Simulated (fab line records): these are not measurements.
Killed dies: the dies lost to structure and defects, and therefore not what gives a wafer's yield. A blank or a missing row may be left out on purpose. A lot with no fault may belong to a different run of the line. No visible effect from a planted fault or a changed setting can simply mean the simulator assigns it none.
Chamber matching :: flow n5Finfet :: 4 sister chambers for N5_BEOL_M9_ETCH_62 on rieDiel-02
The step etches SOC in N2/H2, target depth 110 nm, overetch 22 nm, time 165 s. 14 wafers are shown with their chamber, then 7 later ones without.

WAFERS WITH THEIR CHAMBER
wafer: L078.2
chamber: 2
showerheadPlenumPTorr (Torr): 2.63
throttleValvePct (%): 18.06
oesProductAu (a.u.): 0.61

wafer: L078.3
chamber: 3
showerheadPlenumPTorr (Torr): 2.56
throttleValvePct (%): 17.95
oesProductAu (a.u.): 0.68

wafer: L078.6
chamber: 3
showerheadPlenumPTorr (Torr): 2.56
throttleValvePct (%): 17.97
oesProductAu (a.u.): 0.69

wafer: L082.1
chamber: 3
showerheadPlenumPTorr (Torr): 2.56
throttleValvePct (%): 17.97
oesProductAu (a.u.): 0.68

wafer: L082.2
chamber: 1
showerheadPlenumPTorr (Torr): 2.50
throttleValvePct (%): 18.10
oesProductAu (a.u.): 0.82

wafer: L082.3
chamber: 0
showerheadPlenumPTorr (Torr): 2.46
throttleValvePct (%): 17.74
oesProductAu (a.u.): 0.71

wafer: L082.4
chamber: 2
showerheadPlenumPTorr (Torr): 2.62
throttleValvePct (%): 18.07
oesProductAu (a.u.): 0.61

wafer: L082.5
chamber: 3
showerheadPlenumPTorr (Torr): 2.56
throttleValvePct (%): 17.98
oesProductAu (a.u.): 0.68

wafer: L082.6
chamber: 2
showerheadPlenumPTorr (Torr): 2.62
throttleValvePct (%): 18.08
oesProductAu (a.u.): 0.60

wafer: L086.1
chamber: 3
showerheadPlenumPTorr (Torr): 2.56
throttleValvePct (%): 17.98
oesProductAu (a.u.): 0.67

wafer: L086.2
chamber: 0
showerheadPlenumPTorr (Torr): 2.46
throttleValvePct (%): 17.76
oesProductAu (a.u.): 0.69

wafer: L086.4
chamber: 1
showerheadPlenumPTorr (Torr): 2.49
throttleValvePct (%): 18.12
oesProductAu (a.u.): 0.78

wafer: L089.1
chamber: 1
showerheadPlenumPTorr (Torr): 2.49
throttleValvePct (%): 18.16
oesProductAu (a.u.): 0.77

wafer: L089.3
chamber: 2
showerheadPlenumPTorr (Torr): 2.61
throttleValvePct (%): 18.09
oesProductAu (a.u.): 0.60

SIGNATURES (averages over the wafers above)
reading: showerheadPlenumPTorr
chamber 0: 2.4600
chamber 1: 2.4933
chamber 2: 2.6200
chamber 3: 2.5600
scatter within a chamber: 0.00516

reading: throttleValvePct
chamber 0: 17.7500
chamber 1: 18.1267
chamber 2: 18.0750
chamber 3: 17.9700
scatter within a chamber: 0.0178

reading: oesProductAu
chamber 0: 0.7000
chamber 1: 0.7900
chamber 2: 0.6050
chamber 3: 0.6800
scatter within a chamber: 0.0138
Rule: distance of a wafer from a chamber = root of the sum over the readings of ((wafer's reading minus chamber's mean) / reading's scatter) squared. If the next closest chamber is less than 2 further off than the closest, the wafer can't be placed; otherwise it belongs to the closest. The scatter is the square root of a quotient: the sum, over the shown wafers, of each reading's squared deviation from its chamber's mean, divided by wafers minus chambers.

WAFERS MISSING THEIR CHAMBER
wafer: L089.6
showerheadPlenumPTorr (Torr): 2.49
throttleValvePct (%): 18.16
oesProductAu (a.u.): 0.77

wafer: L093.3
showerheadPlenumPTorr (Torr): 2.61
throttleValvePct (%): 18.11
oesProductAu (a.u.): 0.58

wafer: L093.4
showerheadPlenumPTorr (Torr): 2.55
throttleValvePct (%): 18.01
oesProductAu (a.u.): 0.66

wafer: L093.5
showerheadPlenumPTorr (Torr): 2.61
throttleValvePct (%): 18.13
oesProductAu (a.u.): 0.58

wafer: L096.1
showerheadPlenumPTorr (Torr): 2.55
throttleValvePct (%): 18.03
oesProductAu (a.u.): 0.65

wafer: L096.4
showerheadPlenumPTorr (Torr): 2.45
throttleValvePct (%): 17.81
oesProductAu (a.u.): 0.68

wafer: L096.5
showerheadPlenumPTorr (Torr): 2.61
throttleValvePct (%): 18.11
oesProductAu (a.u.): 0.58

EACH ONE'S CHAMBER
wafer: L089.6
from the rows above: 1
in truth: 1

wafer: L093.3
from the rows above: 2
in truth: 2

wafer: L093.4
from the rows above: 3
in truth: 3

wafer: L093.5
from the rows above: 2
in truth: 2

wafer: L096.1
from the rows above: 3
in truth: 3

wafer: L096.4
from the rows above: 0
in truth: 0

wafer: L096.5
from the rows above: 2
in truth: 2
Correct placement for 7 of the 7. From these rows, 0 cannot be placed. Placed wrongly: 0.
